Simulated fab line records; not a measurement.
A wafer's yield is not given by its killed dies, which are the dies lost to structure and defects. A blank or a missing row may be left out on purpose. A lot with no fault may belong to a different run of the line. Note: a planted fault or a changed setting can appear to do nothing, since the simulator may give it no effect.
What tool caused it?	flow n5Finfet	24 lots, 72 wafers sampled, at 2 steps of a route of 1938

## WHAT THE GAUGES SHOWED, per wafer
N5_BEOL_M1_OVL_MEAS_12.
lot	measured	on	M1_OVL (nm)
L074	day 6 07:17	overlay-01	0.5 1.0 1.6
L076	day 7 13:14	overlay-01	-1.4 -0.8 -0.2
L078	day 7 15:44	overlay-01	0.3 -0.4 0.2
L077	day 7 15:49	overlay-01	-0.1 -0.9 -1.2
L075	day 7 15:47	overlay-02	0.0 -0.2 -0.4
L079	day 7 22:08	overlay-01	-1.3 0.3 0.3
L080	day 8 02:25	overlay-01	0.9 0.5 -0.1
L081	day 8 06:36	overlay-02	-1.2 -0.4 0.2
L082	day 8 09:08	overlay-01	-0.8 -0.2 -0.7
L083	day 8 15:40	overlay-02	-0.6 0.6 0.5
L084	day 9 05:16	overlay-02	-0.2 -0.6 -0.3
L085	day 9 09:30	overlay-02	0.2 0.5 -1.0
L086	day 9 18:28	overlay-01	-0.4 0.5 -0.5
L087	day 9 18:49	overlay-02	-1.0 -1.5 -0.5
L088	day 10 01:35	overlay-01	-0.3 0.1 0.0
L089	day 10 06:59	overlay-02	-1.2 0.0 0.8
L090	day 10 12:07	overlay-02	0.0 0.2 -0.2
L091	day 10 18:02	overlay-02	0.4 0.1 -0.4
L092	day 11 01:04	overlay-02	0.5 0.8 -0.7
L093	day 11 09:22	overlay-01	-1.1 -1.0 -1.1
L095	day 11 20:53	overlay-02	0.1 -0.4 -0.2
L097	day 11 21:03	overlay-01	0.7 -0.7 -1.4
L096	day 11 22:28	overlay-02	-0.1 -0.1 0.3
L094	day 12 06:48	overlay-02	0.6 -0.7 0.5

## EACH LOT AND THE TOOL THAT RAN IT (in order: tool; ch and the chambers of the sampled wafers; start)
lot	N5_BEOL_M0_ANNEAL_119
L074	rtpAnneal-02 ch 0, day 6 05:23
L076	rtpAnneal-02 ch 0, day 7 11:25
L078	rtpAnneal-02 ch 0, day 7 12:08
L077	rtpAnneal-01 ch 0, day 7 12:45
L075	rtpAnneal-01 ch 0, day 7 13:27
L079	rtpAnneal-02 ch 0, day 7 20:28
L080	rtpAnneal-01 ch 0, day 7 23:25
L081	rtpAnneal-01 ch 0, day 8 03:52
L082	rtpAnneal-01 ch 0, day 8 07:07
L083	rtpAnneal-01 ch 0, day 8 14:06
L084	rtpAnneal-01 ch 0, day 9 02:59
L085	rtpAnneal-01 ch 0, day 9 06:55
L086	rtpAnneal-02 ch 0, day 9 15:49
L087	rtpAnneal-01 ch 0, day 9 16:47
L088	rtpAnneal-02 ch 0, day 9 23:41
L089	rtpAnneal-02 ch 0, day 10 05:23
L090	rtpAnneal-02 ch 0, day 10 09:23
L091	rtpAnneal-02 ch 0, day 10 14:58
L092	rtpAnneal-02 ch 0, day 10 21:50
L093	rtpAnneal-02 ch 0, day 11 06:35
L095	rtpAnneal-02 ch 0, day 11 18:44
L097	rtpAnneal-01 ch 0, day 11 18:51
L096	rtpAnneal-02 ch 0, day 11 20:09
L094	rtpAnneal-01 ch 0, day 12 04:29
- N5_BEOL_M0_ANNEAL_119: time 90 s.

## AS READ BY THE TOOLS THEMSELVES (means over the sampled wafers that have a number; for cases with no such wafer, the mark the record gives instead)
N5_BEOL_M0_ANNEAL_119.
lot	tool	wafer_temp_C_max
L074	rtpAnneal-02	226.05
L076	rtpAnneal-02	225.99
L078	rtpAnneal-02	226.26
L077	rtpAnneal-01	225.86
L075	rtpAnneal-01	225.75
L079	rtpAnneal-02	226.37
L080	rtpAnneal-01	225.79
L081	rtpAnneal-01	225.97
L082	rtpAnneal-01	225.90
L083	rtpAnneal-01	225.82
L084	rtpAnneal-01	226.23
L085	rtpAnneal-01	225.92
L086	rtpAnneal-02	226.17
L087	rtpAnneal-01	225.81
L088	rtpAnneal-02	225.91
L089	rtpAnneal-02	225.87
L090	rtpAnneal-02	226.06
L091	rtpAnneal-02	226.33
L092	rtpAnneal-02	225.87
L093	rtpAnneal-02	226.02
L095	rtpAnneal-02	225.92
L097	rtpAnneal-01	225.64
L096	rtpAnneal-02	226.04
L094	rtpAnneal-01	226.06

## THE ANSWER, worked out from the rows above alone
Rule: what is usual is taken from the lots themselves. Put in order of their means at a reading, lots are off if they are a third of the lots or fewer, leave a main group of 4 or more, and stand apart from it by a gap of 3 or more times the standard deviation of the main group's means; of several such gaps the widest counts. If all means in a main group match to the digits the tables above print for the reading, that group is not used. A lot without any number at a reading at which 4 lots or more have one is off too. Any other lot the step has rows for is counted as sound. The gauges are gone through in route order, then the tools' own readings, and for those a lot's mean is taken as printed above. The first step at which some lot is off is used, and at that step the reading that is off furthest; a lot without a number counts as furthest.
None of the lots is off at any reading shown; this tells nothing.

## WHAT THE SIMULATOR HAD INSERTED
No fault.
